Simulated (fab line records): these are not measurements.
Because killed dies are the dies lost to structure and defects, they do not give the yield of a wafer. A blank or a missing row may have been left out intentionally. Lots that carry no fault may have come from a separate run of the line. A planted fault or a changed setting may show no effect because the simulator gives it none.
fab line records	flow nandHarc
record lots=12	wafers=36	lastDay=32
route steps=1302 shown P_ZERO_WELL@47 P_GATE@144
lots that met no fault: taken from a fault-free run of the same line
startH: start of the lot's first displayed wafer, in hours after the record's first day	waitH: how many hours have passed since the lot's step before this one	" repeats the value in the row above	L1.1+2: one row covering several wafers at once	- no value, or no start was given	* or withheld: withheld	< > ~ a bound
route shown NAME@n: NAME is a module with steps in the file, n the number in the route of the first one	usual: the fault-free wafers' mean and standard deviation	same: alike in all rows	chamber/n: place in a boat	sites: the reading at each site	_std_site: their standard deviation	_edge_site: outer sites' mean less inner sites'	radiusMm: for every site, how far away it sits from the centre of the wafer	mask NAME#n: copy n	behind: tool/chamber where the wafer was last shaped	hold: why the lot was held/for how many hours/how that ended	device: which transistor (n, p or np) failed to switch	end of line: the tests these same wafers got at the end of their route	a step without rows: its recipe alone	killed: dies lost to structure and defects at the first sort, not the wafer's yield	map: a wafer's dies, x killed, . not, _ none there
set.NAME: setting as actually run; set.NAME@STEP: the setting as run at that earlier step	model.NAME: the simulator's own value behind a step, which no gauge read
the route's steps for a sample of lots (tables are steps, rows are wafers)
services: from which hour (startH, from the record's first day; less than 0 if before it) a tool's chamber was out of use, for how many hours, and why
## steps
# step NHARC_P_ZERO_WELL_IMPLANT_40
# recipe energyKev=300	doseCm2=1e+13	tiltDeg=7
# usual doseIonsCm2=9.998e+12/1.1e+10	faradayCurrentUA=126.8/2.5
lot.wafer	tool	chamber	startH	waitH	doseIonsCm2	faradayCurrentUA
L543.2	implanter-02	0	34.61	0.1	1.0012e+13	126.7
L543.3	"	0	"	"	9.991e+12	123.5
L543.4	"	0	"	"	1.0021e+13	128.6
L545.1	implanter-02	0	54.31	0.1	1.0003e+13	121.8
L545.5	"	0	"	"	1.002e+13	124.4
L545.6	"	0	"	"	9.994e+12	126.8
L546.1	implanter-02	0	64.51	0.1	9.983e+12	124.4
L546.4	"	0	"	"	9.992e+12	125.8
L546.6	"	0	"	"	9.983e+12	131.1
L548.4	implanter-02	0	84.23	0.2	9.988e+12	124.1
L548.5	"	0	"	"	1.0014e+13	128.6
L548.6	"	0	"	"	1.0005e+13	128.3
L550.2	implanter-01	0	104.57	0.2	1.0014e+13	125.6
L550.4	"	0	"	"	1.0002e+13	126.9
L550.5	"	0	"	"	9.992e+12	126.3
L551.2	implanter-01	0	114.42	0.2	9.996e+12	127.3
L551.5	"	0	"	"	9.995e+12	129.9
L551.6	"	0	"	"	1.0008e+13	126.2
L552.1	implanter-01	0	124.55	0.1	1.0005e+13	127.0
L552.2	"	0	"	"	9.996e+12	124.0
L552.5	"	0	"	"	1.0017e+13	131.0
L553.3	implanter-02	0	135.74	0.2	9.99e+12	126.7
L553.5	"	0	"	"	9.986e+12	128.9
L553.6	"	0	"	"	1.0001e+13	127.5
L559.3	implanter-01	0	194.36	0.2	9.977e+12	124.1
L559.4	"	0	"	"	9.981e+12	120.5
L559.5	"	0	"	"	9.993e+12	127.3
L560.2	implanter-02	0	205.01	0.2	1.5767e+13	194.1
L560.3	"	0	"	"	1.5785e+13	205.0
L560.5	"	0	"	"	1.5771e+13	204.8
L561.1	implanter-02	0	214.29	0.1	1.5771e+13	207.6
L561.2	"	0	"	"	1.5762e+13	194.6
L561.5	"	0	"	"	1.5767e+13	198.1
L563.4	implanter-01	0	234.47	0.2	9.998e+12	124.8
L563.5	"	0	"	"	1e+13	126.4
L563.6	"	0	"	"	9.996e+12	123.3
# step NHARC_P_ZERO_WELL_DESCUM_54
# recipe timeS=3	o2FlowSccm=200	arFlowSccm=0	biasPowerW=0	chemistry=O2
# usual drypumpMotorCurrentA=5.89/0.3	oesProductAu=1.000/0.012	rfVppV=57.6/0.89	showerheadPlenumPTorr=1.86/0.063	throttleValvePct=11.311/0.0088
# same biasPowerW=0
lot.wafer	tool	chamber	startH	waitH	drypumpMotorCurrentA	oesProductAu	rfHoursCounterH	rfVppV	showerheadPlenumPTorr	throttleValvePct
L543.2	rieDiel-04	0	36.07	-	5.67	0.994	9	57.8	1.83	11.314
L543.3	"	1	"	"	5.97	1.007	9	55.3	1.87	11.297
L543.4	"	3	"	"	6.12	1.004	7	56.1	1.82	11.311
L545.1	rieDiel-04	3	55.82	-	6.10	1.006	12	57.9	1.81	11.320
L545.6	"	1	"	"	5.98	1.016	-	58.2	1.87	11.314
L545.5	"	2	"	"	6.16	0.998	-	58.1	1.85	11.306
L546.4	rieDiel-04	0	65.88	-	5.65	1.007	16	57.2	1.83	11.312
L546.1	"	2	"	"	6.11	1.006	16	57.4	1.85	11.316
L546.6	"	3	"	"	6.11	1.007	-	56.5	1.81	11.322
L548.4	rieDiel-06	0	85.65	-	5.17	0.996	43	59.6	1.95	11.306
L548.5	"	3	"	"	5.78	1.003	-	57.2	1.78	11.321
L548.6	"	0	"	"	5.16	0.985	-	58.5	1.95	11.317
L550.2	rieDiel-02	2	105.91	-	6.12	0.998	15	58.3	1.96	11.318
L550.4	"	3	"	"	6.08	0.998	17	56.2	1.83	11.309
L550.5	"	2	"	"	6.08	1.007	-	58.2	1.96	11.307
L551.2	rieDiel-02	1	115.91	-	5.81	0.998	16	58.1	1.86	11.324
L551.6	"	3	"	"	6.07	0.985	-	56.8	1.82	11.311
L551.5	"	0	"	"	5.98	1.000	-	57.9	1.83	11.297
L552.2	rieDiel-02	0	125.94	-	5.94	1.007	21	57.3	1.83	11.310
L552.1	"	1	"	"	5.78	0.996	18	57.5	1.86	11.313
L552.5	"	1	"	"	5.81	0.989	-	58.3	1.86	11.293
L553.3	rieDiel-02	1	137.09	-	5.80	1.009	25	57.1	1.86	11.313
L553.5	"	2	"	"	6.09	1.019	-	56.7	1.95	11.307
L553.6	"	3	"	"	6.13	0.988	-	58.5	1.82	11.312
L559.4	rieDiel-06	0	195.68	-	5.20	0.987	18	58.8	1.94	11.320
L559.3	"	1	"	"	6.01	1.028	20	58.4	1.99	11.307
L559.5	"	3	"	"	5.75	0.995	-	57.6	1.77	11.294
L560.3	rieDiel-04	0	206.49	-	5.66	0.990	8	58.1	1.82	11.317
L560.2	"	1	"	"	5.96	1.011	7	58.2	1.85	11.295
L560.5	"	2	"	"	6.13	0.998	-	58.7	1.84	11.325
L561.1	rieDiel-04	0	215.66	-	5.65	0.980	10	57.7	1.82	11.316
L561.2	"	1	"	"	6.00	1.006	9	57.1	1.85	11.306
L561.5	"	1	"	"	5.99	1.017	-	57.4	1.85	11.298
L563.4	rieDiel-06	2	235.81	-	6.21	0.981	30	56.5	1.86	11.315
L563.5	"	0	"	"	5.20	0.986	-	57.6	1.93	11.306
L563.6	"	1	"	"	6.04	1.001	-	58.4	1.98	11.316
# step NHARC_P_GATE_DESCUM_31
# recipe timeS=3	o2FlowSccm=200	arFlowSccm=0	biasPowerW=0	chemistry=O2
# usual drypumpMotorCurrentA=5.9/0.64	oesProductAu=1.010/0.0093	rfVppV=57.8/0.9	showerheadPlenumPTorr=1.90/0.059	throttleValvePct=11.310/0.009
# same biasPowerW=0
lot.wafer	tool	chamber	startH	waitH	drypumpMotorCurrentA	oesProductAu	rfHoursCounterH	rfVppV	showerheadPlenumPTorr	throttleValvePct
L543.3	rieDiel-07	3	113.17	0.1	5.2	0.985	11.3	58.9	2.01	11.319
L543.2	"	0	"	"	4.9	1.006	10.7	57.1	1.88	11.319
L543.4	"	2	"	"	6.1	1.013	10.7	58.1	1.93	11.317
L545.1	rieDiel-03	0	131.17	0.1	6.1	1.031	1.2	56.9	1.84	11.312
L545.5	"	0	"	"	6.1	1.015	-	58.2	1.84	11.316
L545.6	"	1	"	"	6.6	1.018	-	58.7	2.00	11.318
L546.1	rieDiel-07	1	133.57	0.1	6.6	1.008	1.0	57.0	1.90	11.314
L546.6	"	3	"	"	5.2	0.991	-	57.6	2.01	11.296
L546.4	"	0	"	"	4.9	1.023	-	57.4	1.88	11.319
L548.4	rieDiel-03	1	155.40	0.1	6.6	1.010	1.3	60.0	2.00	11.306
L548.6	"	2	"	"	5.9	1.008	-	57.0	1.83	11.323
L548.5	"	3	"	"	5.6	1.014	-	58.9	1.83	11.313
L550.4	rieDiel-07	1	182.09	0.1	6.6	1.009	2.6	59.5	1.90	11.326
L550.2	"	3	"	"	5.2	1.000	3.1	57.9	2.01	11.321
L550.5	"	1	"	"	6.6	1.011	-	58.9	1.90	11.318
L551.2	rieDiel-07	1	186.43	0.1	6.5	1.013	2.7	58.7	1.90	11.305
L551.6	"	1	"	"	6.5	1.013	-	58.6	1.90	11.315
L551.5	"	2	"	"	6.1	0.994	-	58.3	1.93	11.289
L553.3	rieDiel-03	1	207.00	0.1	6.6	1.008	4.2	58.4	2.00	11.320
L553.6	"	1	"	"	6.6	1.005	-	57.3	2.00	11.308
L553.5	"	2	"	"	5.9	1.014	-	57.8	1.83	11.311
L552.1	rieDiel-03	1	207.80	0.1	6.6	1.006	4.2	57.3	2.00	11.320
L552.2	"	2	"	"	5.9	1.017	3.3	58.6	1.83	11.305
L552.5	"	0	"	"	6.1	1.015	-	57.2	1.84	11.319
L559.3	rieDiel-07	1	265.43	0.1	6.5	1.016	5.4	58.4	1.90	11.307
L559.4	"	0	"	"	4.9	1.020	-	57.3	1.88	11.302
L559.5	"	1	"	"	6.5	1.015	-	57.5	1.90	11.306
L561.1	rieDiel-07	2	280.95	0.1	6.1	1.004	5.1	57.1	1.93	11.313
L561.2	"	1	"	"	6.6	1.011	6.5	57.2	1.90	11.307
L561.5	"	0	"	"	4.9	1.018	-	58.6	1.88	11.292
L560.3	rieDiel-03	1	281.62	0.1	6.6	1.005	9.1	57.6	2.00	11.298
L560.2	"	2	"	"	5.9	1.007	8.1	56.7	1.83	11.315
L560.5	"	0	"	"	6.1	1.005	-	58.9	1.84	11.309
L563.4	rieDiel-07	2	310.94	0.1	6.1	1.003	0	57.4	1.93	11.286
L563.5	"	3	"	"	5.2	0.997	-	57.1	2.01	11.306
L563.6	"	0	"	"	4.9	1.017	-	57.4	1.88	11.308
# step NHARC_P_GATE_DEGAS_109
# recipe tempC=300	timeS=60
# usual heaterPowerW=460/46
lot.wafer	tool	chamber	startH	waitH	heaterPowerW
L543.4	pvdSputter-03	-	130.44	0.1	439
L543.2	"	-	"	"	392
L543.3	"	-	"	"	476
L545.1	pvdSputter-03	-	148.68	0.1	500
L545.6	"	-	"	"	448
L545.5	"	-	"	"	485
L546.4	pvdSputter-02	-	155.27	0.1	486
L546.1	"	-	"	"	427
L546.6	"	-	"	"	492
L548.4	pvdSputter-02	-	175.56	0.1	487
L548.6	"	-	"	"	505
L548.5	"	-	"	"	437
L550.4	pvdSputter-02	-	199.27	0.1	498
L550.2	"	-	"	"	436
L550.5	"	-	"	"	384
L551.2	pvdSputter-01	-	203.72	0.1	484
L551.5	"	-	"	"	423
L551.6	"	-	"	"	532
L553.3	pvdSputter-03	-	224.14	0.1	492
L553.5	"	-	"	"	506
L553.6	"	-	"	"	420
L552.2	pvdSputter-03	-	227.13	0.1	505
L552.1	"	-	"	"	408
L552.5	"	-	"	"	430
L559.3	pvdSputter-03	-	286.65	0.1	429
L559.4	"	-	"	"	418
L559.5	"	-	"	"	442
L561.1	pvdSputter-02	-	298.63	0.1	432
L561.2	"	-	"	"	376
L561.5	"	-	"	"	490
L560.2	pvdSputter-02	-	301.14	0.1	384
L560.3	"	-	"	"	506
L560.5	"	-	"	"	383
L563.4	pvdSputter-01	-	328.23	0.1	457
L563.6	"	-	"	"	480
L563.5	"	-	"	"	420
## services
tool	chamber	startH	hours	kind
pvdSputter-03	-	11.21	3.0	repair
pvdSputter-03	-	15.67	110.0	repair
rieDiel-04	0	39.99	8.8	repair
rieDiel-07	0	43.44	10.0	repair
rieDiel-07	-	62.57	0.6	repair
pvdSputter-02	-	104.00	10.0	pm
rieDiel-03	-	104.77	9.0	pm
rieDiel-07	-	117.26	9.0	pm
implanter-02	-	147.56	13.0	pm
rieDiel-03	-	152.94	0.1	repair
rieDiel-03	0	164.37	4.5	repair
pvdSputter-03	-	170.00	10.0	pm
rieDiel-03	1	177.74	3.3	repair
rieDiel-04	-	178.18	9.0	pm
rieDiel-04	-	187.92	0.2	repair
implanter-01	-	191.42	0.9	repair
rieDiel-04	3	199.22	8.6	repair
rieDiel-07	-	230.30	1.5	repair
rieDiel-04	0	230.38	5.9	repair
rieDiel-07	3	237.47	48.7	repair
implanter-02	-	252.29	0.9	repair
rieDiel-07	-	289.72	0.4	repair
rieDiel-07	-	294.26	9.0	pm
implanter-02	-	304.86	2.3	repair
## key
firstSign step=NHARC_P_ZERO_WELL_IMPLANT_40	reading=doseIonsCm2	direction=up	sigmas=99+	usual=9.998e+12	struck=1.5771e+13
effect step=NHARC_P_ZERO_WELL_IMPLANT_40	reading=faradayCurrentUA	direction=up	sigmas=29	usual=126.8	struck=200.7
metAt NHARC_P_ZERO_WELL_IMPLANT_40
struckLots L560,L561
testerLeftOut L560,L561
notActingAt NHARC_P_ZERO_WELL_DESCUM_54,NHARC_P_GATE_DESCUM_31,NHARC_P_GATE_DEGAS_109
onsetBetween 135.74 205.01
fault kind=processParameterDrift	tool=implanter-02	chamber=-	onsetH=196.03	steps=NHARC_P_ZERO_WELL_IMPLANT_40	channel=doseCm2	offset=5.7735e+12	shape=step	endH=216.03	actsIn=theseRecipesOnly	stated=1e+13
# testerLeftOut: of these lots the tester's yield and bins aren't shown, on N5 and GAA mostly nor the transistor test; their killed dies are dies lost to structure and defects alone, not to doping, threshold or leakage, so they don't give the yield
